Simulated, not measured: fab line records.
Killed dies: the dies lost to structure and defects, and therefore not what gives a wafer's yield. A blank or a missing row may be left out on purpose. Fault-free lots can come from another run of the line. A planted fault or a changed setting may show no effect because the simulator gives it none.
Which tool did it? | flow n5 finfet | 36 wafers from 12 lots sampled at 2 of the route's 1938 steps

## WHAT THE GAUGES SHOWED, per wafer
N5_BEOL_M8_CD_MEAS_28: target cd 40 nm.
lot  | measured     | on        | cd nm (nm)
L075 | day 9 01:28  | cd sem-01 | 39.80 39.93 39.94
L077 | day 9 21:16  | cd sem-02 | 40.09 40.02 40.48
L079 | day 10 07:25 | cd sem-03 | 40.05 39.95 39.93
L081 | day 10 17:48 | cd sem-02 | 39.94 39.91 40.11
L082 | day 11 03:53 | cd sem-03 | 40.22 40.56 40.15
L085 | day 11 17:13 | cd sem-01 | 40.15 40.13 40.37
L087 | day 12 05:49 | cd sem-02 | 39.98 39.94 39.82
L090 | day 12 12:44 | cd sem-01 | 40.67 39.94 40.00
L089 | day 12 22:58 | cd sem-02 | 40.11 40.01 40.41
L093 | day 13 11:22 | cd sem-02 | 39.42 40.21 40.20
L095 | day 13 19:24 | cd sem-01 | 39.93 40.14 39.79
L097 | day 15 00:35 | cd sem-02 | 40.12 40.06 40.04

## WHICH TOOL RAN EACH LOT (tool, then ch and the chambers of the sampled wafers, then the start)
lot  | N5_BEOL_M8_ETCH_61
L075 | rie diel-02 ch 0,1, day 8 23:04
L077 | rie diel-06 ch 1,2, day 9 20:22
L079 | rie diel-06 ch 0,1, day 10 06:41
L081 | rie diel-06 ch 0,2,3, day 10 17:04
L082 | rie diel-02 ch 1,2,3, day 11 01:28
L085 | rie diel-04 ch 0,2,3, day 11 13:53
L087 | rie diel-04 ch 1,3, day 12 03:46
L090 | rie diel-02 ch 0,1,3, day 12 11:47
L089 | rie diel-06 ch 1,3, day 12 22:01
L093 | rie diel-06 ch 1,2, day 13 10:27
L095 | rie diel-06 ch 0,2,3, day 13 18:36
L097 | rie diel-06 ch 2,3, day 14 23:27
- N5_BEOL_M8_ETCH_61: etches SiARC in CF4, target depth 45.5 nm, time 75.8 s.

## THE ANSWER, worked out from the rows above alone
Rule: the lots themselves supply what counts as usual. The widest of any qualifying gaps counts: lots, ordered by their means at a reading, are off when they make up no more than a third of the lots, leave a main group of 4 or more, and stand apart from it by 3 or more times the standard deviation of that group's means. A main group is skipped when, at the precision printed for the reading in the tables above, its means are all equal. Also off: a lot with no number at a reading for which 4 or more lots have one. Where the step has rows for the other lots, those lots are counted as sound.
None of the lots is off at any reading shown; this tells nothing.

## WHAT HAD BEEN PUT IN BY THE SIMULATOR
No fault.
